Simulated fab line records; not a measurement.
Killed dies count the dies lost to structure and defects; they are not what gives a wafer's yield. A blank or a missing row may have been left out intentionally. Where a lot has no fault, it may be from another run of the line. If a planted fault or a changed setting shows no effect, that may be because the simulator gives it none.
Lot-split experiment | flow n5-finfet | on a route of 1938 steps: 7 lots, 21 wafers read

## ABOUT THE SPLIT
At N5_PMOS_HMC_CHANNEL_EPI_COAT_03 (resist thk 205 nm), the setting spin-rpm was moved away from the recipe's 1500 rpm on 5 of the 21 wafers read, by -6.8% to +10.3%. This setting was run at the recipe's value on the other wafers.

## FROM THE SPLIT TO THE READING: what the file shows between them, 4 steps
- N5_PMOS_HMC_CHANNEL_EPI_EBR_05
- N5_PMOS_HMC_CHANNEL_EPI_SOFTBAKE_04: time 60 s
- N5_PMOS_HMC_CHANNEL_EPI_DESCUM_14: chemistry O2, time 7.9 s
- N5_PMOS_HMC_CHANNEL_EPI_ETCH_32: etches BARC in N2/H2, stops on SiO2, target depth 85.8 nm, time 50.3 s

## THE READING
CAR-ArF-block_of_PMOS_HMC_CHANNEL_EPI_COAT_03.thk-nm (the simulator's own value, which no gauge read), in nm, at N5_PMOS_HMC_CHANNEL_EPI_HM_OPEN_15 (chemistry CHF3/O2, target SiO2, target depth 40.6 nm, time 20.3 s). No usual value for it is given in the file. Across the 16 wafers here that went through the recipe, the average is 92.89 nm and the standard deviation 1.6 nm.

wafer  | tool, chamber at the split | spin-rpm as run, rpm | against the recipe | CAR-ArF-block_of_PMOS_HMC_CHANNEL_EPI_COAT_03.thk-nm, nm | against lot-mates on the recipe
L077.1 | litho-track-03, 0          | 1500                 | recipe             | 94.08                                                    | -
L077.3 | litho-track-03, 0          | 1500                 | recipe             | 92.18                                                    | -
L077.5 | litho-track-03, 0          | 1655                 | +10.3%             | 84.2                                                     | -8.93
L078.1 | litho-track-03, 0          | 1500                 | recipe             | 92.76                                                    | -
L078.2 | litho-track-03, 0          | 1500                 | recipe             | 90.99                                                    | -
L078.6 | litho-track-03, 0          | 1500                 | recipe             | 93.92                                                    | -
L079.2 | litho-track-05, 0          | 1398                 | -6.8%              | 98.32                                                    | +4.50
L079.3 | litho-track-05, 0          | 1500                 | recipe             | 93.82                                                    | -
L079.5 | litho-track-05, 0          | 1398                 | -6.8%              | 98.49                                                    | +4.67
L080.1 | litho-track-05, 0          | 1500                 | recipe             | 89.82                                                    | -
L080.2 | litho-track-05, 0          | 1500                 | recipe             | 93.17                                                    | -
L080.6 | litho-track-05, 0          | 1500                 | recipe             | 93.32                                                    | -
L083.3 | litho-track-03, 0          | 1500                 | recipe             | 91.86                                                    | -
L083.4 | litho-track-03, 0          | 1500                 | recipe             | 95.01                                                    | -
L083.6 | litho-track-03, 0          | 1500                 | recipe             | 90.98                                                    | -
L084.2 | litho-track-01, 0          | 1500                 | recipe             | 90.4                                                     | -
L084.5 | litho-track-01, 0          | 1637                 | +9.1%              | 80.83                                                    | -11.26
L084.6 | litho-track-01, 0          | 1500                 | recipe             | 93.78                                                    | -
L090.1 | litho-track-05, 0          | 1500                 | recipe             | 95.19                                                    | -
L090.5 | litho-track-05, 0          | 1500                 | recipe             | 95                                                       | -
L090.6 | litho-track-05, 0          | 1615                 | +7.7%              | 84.24                                                    | -10.86

FIT RESULTS
A straight line over all 21 wafers: CAR-ArF-block_of_PMOS_HMC_CHANNEL_EPI_COAT_03.thk-nm changes by -0.99 nm for each +1% of spin-rpm; r = -0.92; the points scatter about the line by 1.7 nm.
The same after taking each lot's own level away (the mean of its wafers on the recipe; 21 wafers): -0.982 nm for each +1%; r = -0.93; scatter 1.7 nm.
The reading moves by 10 nm for the largest change in spin-rpm, on that fit.
Measured against the standard deviation above, the lots' own levels, which go from 92.090 to 95.095 nm, span 1.8 times it.
The two slopes are in agreement: the lot-to-lot level therefore moves the slope only a little.
Check: -11.3 nm against its lot-mates is what the line predicts for one of the wafers moved furthest among these (+10.3%) when that wafer is left out of the fit. It came out at -8.93 nm against them.

## OTHER SPLITS ON THESE WAFERS
These wafers also went through other splits before the reading. Each is held against what the fit with the lots' levels taken away leaves over:
other split on the same wafers           | wafers away from the commonest value | r with CAR-ArF-block_of_PMOS_HMC_CHANNEL_EPI_COAT_03.thk-nm (lot level and that fit taken away)
N5_ZERO_LAYER_ETCH_18 icp-w              | 6                                    | +0.09
N5_WELL_APT_COAT_02 spin-rpm             | 5                                    | +0.14
N5_PMOS_HMC_CHANNEL_EPI_COAT_31 spin-rpm | 5                                    | +0.18

## THE WHOLE CHAIN: every reading that the file lists as answering this split, in the file's order
step                               | what it does                                                           | reading                                                                                               | change (the file's fit)               | r (the file's)
N5_PMOS_HMC_CHANNEL_EPI_COAT_03    | resist thk 205 nm                                                      | CAR-ArF-block_of_PMOS_HMC_CHANNEL_EPI_COAT_03.thk-nm (the simulator's own value, which no gauge read) | -0.992 nm for each +1% of the setting | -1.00
N5_PMOS_HMC_CHANNEL_EPI_ETCH_32    | etches BARC in N2/H2, stops on SiO2, target depth 85.8 nm, time 50.3 s | CAR-ArF-block_of_PMOS_HMC_CHANNEL_EPI_COAT_03.thk-nm (the simulator's own value, which no gauge read) | -1.02 nm for each +1% of the setting  | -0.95
N5_PMOS_HMC_CHANNEL_EPI_HM_OPEN_15 | chemistry CHF3/O2, target SiO2, target depth 40.6 nm, time 20.3 s      | CAR-ArF-block_of_PMOS_HMC_CHANNEL_EPI_COAT_03.thk-nm (the simulator's own value, which no gauge read) | -1.05 nm for each +1% of the setting  | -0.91

## FILE'S OWN FIT
CAR-ArF-block_of_PMOS_HMC_CHANNEL_EPI_COAT_03.thk-nm changes by -1.05 nm for each +1% of spin-rpm, r = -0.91.
